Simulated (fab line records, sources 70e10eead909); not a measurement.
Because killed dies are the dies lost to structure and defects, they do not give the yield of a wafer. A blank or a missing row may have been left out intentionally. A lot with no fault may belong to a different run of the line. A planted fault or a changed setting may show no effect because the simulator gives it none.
Code-filled problem report in 8D (eight disciplines) form | flow nandHarc | the parts of the form that need people (team, actions taken, sign-off) are left out

## 1. THE PROBLEM
Wafers without a fault read 998 nm, standard deviation 7.8; thkNm at NHARC_A_ONON_D1_THK_MEAS_24 reads a mean of 954 nm on 2 wafers belonging to 2 lots. Measured from the usual mean, that is -5.7 standard deviations.
The step: measures by ellipsometry.
Earliest sighting: wafer L925.6 on filmMetro-01 at day 13 17:32. At this step, 40 wafers from 14 lots have a number in the record. By rule, "out" or "out of limits" means more than 4 standard deviations away from the usual mean. The rest of the wafers with a number are treated as sound.

## 2. WHAT IT IS; WHAT IT IS NOT
question                    | is                | is not
which readings at this step | thkNm             | -
which lots                  | L925, L926        | L912, L914, L915, L916, L917, L918, L919, L921, L927, L932, L933, L935
which wafers of those lots  | L925.6, L926.3    | L926.1, L926.4
read on which gauges        | filmMetro-01      | filmMetro-02
when                        | from day 13 17:32 | up to then (24 sound wafers); but 14 sound wafers of L926, L927, L932, L933, L935 came after

## 3. SUSPECTS, AND WHAT RULES EACH OUT
Counting: any tool at a process step up to the reading remains a suspect provided it ran every lot that is out. Sound lots after the first of them don't rule it out here, since some wafers of a struck lot are sound.
- the gauge at NHARC_A_ONON_D1_THK_MEAS_24: kept. All the wafers that are out were read on filmMetro-01, and no step on other tools shows them out.
- pecvdOnon-02 at NHARC_A_ONON_D1_DEP_22 (target thk 1000 nm): kept. Ran every lot that is out, first one L925 (day 13 17:19); last sound lot up to then L919 (day 11 00:48).
The count leaves filmMetro-01 at NHARC_A_ONON_D1_THK_MEAS_24 and pecvdOnon-02 at NHARC_A_ONON_D1_DEP_22.

## 4. THE CAUSE (what the simulator had put in)
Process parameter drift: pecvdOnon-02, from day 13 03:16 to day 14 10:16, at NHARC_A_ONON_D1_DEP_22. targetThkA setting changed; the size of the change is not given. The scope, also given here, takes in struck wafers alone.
Counting left 2 suspects, and this tool is among them.

## 5. THE EFFECT CHAIN, in route order
Each row: a reading where the mean over the struck wafers with a number is more than 3 standard deviations away from the usual. Scope: only readings with a usual standard deviation given in the record; hours: median across lots of the time from each lot's start at the first step in this table that gives one to its start at this step; sigmas: change in usual standard deviations.
hours | step                        | reading | usual  | on struck wafers | change | sigmas
0     | NHARC_A_ONON_D1_THK_MEAS_24 | thkNm   | 998 nm | 954              | -44    | -5.7

## 6. WHAT WOULD HAVE CAUGHT IT SOONER
The first out-of-limits reading at a measuring or inspecting step in this record came at day 13 17:32, 14 hours after the fault's start at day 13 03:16.
Lots out: 2; of these, L926 started NHARC_A_ONON_D1_DEP_22 on pecvdOnon-02 after day 13 17:32. A tool hold placed at that time would have kept it from harm.
